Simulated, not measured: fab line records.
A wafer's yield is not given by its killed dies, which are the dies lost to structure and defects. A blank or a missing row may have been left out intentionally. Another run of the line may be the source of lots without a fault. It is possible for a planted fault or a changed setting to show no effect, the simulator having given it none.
Chamber matching -- flow n5_finfet -- N5_BEOL_M6_PECVD_70 on pecvd-01 has 3 sister chambers
The step deposits SiO2 from TEOS/O2, target thk 20 nm, time 22.7 s. 3 wafers are shown with their chamber, then 8 later ones without.

WAFERS PAIRED WITH THEIR CHAMBERS
wafer,chamber,throttle_valve_pct (%)
L092.1,1,22.6
L092.6,2,23.6
L093.2,0,26.0

WAFERS WITH NO CHAMBER GIVEN
wafer,throttle_valve_pct (%)
L093.4,23.6
L093.6,22.6
L091.1,23.6
L091.2,26.3
L091.3,22.8
L091.4,23.5
L091.5,26.1
L091.6,22.7

CHAMBER TAKEN BY EACH
wafer,from the rows above,in truth
L093.4,2,2
L093.6,1,1
L091.1,2,2
L091.2,0,0
L091.3,1,1
L091.4,2,2
L091.5,0,0
L091.6,1,1
8 of 8 placed correctly. From these rows, 0 cannot be placed. Wrongly placed: 0.
How it was worked out, from the rows above alone: a wafer's distance from a chamber is the root of the sum, over the readings, of the square of ((its reading less the chamber's mean) divided by the reading's scatter). If the next closest chamber is less than 2 further off than the closest, the wafer can't be placed; otherwise it belongs to the closest. The mean given for a chamber averages the wafers shown for that chamber. The scatter (one wafer shown for each chamber): square how far every hidden wafer sits from the nearest shown wafer, average those squares and take the square root.
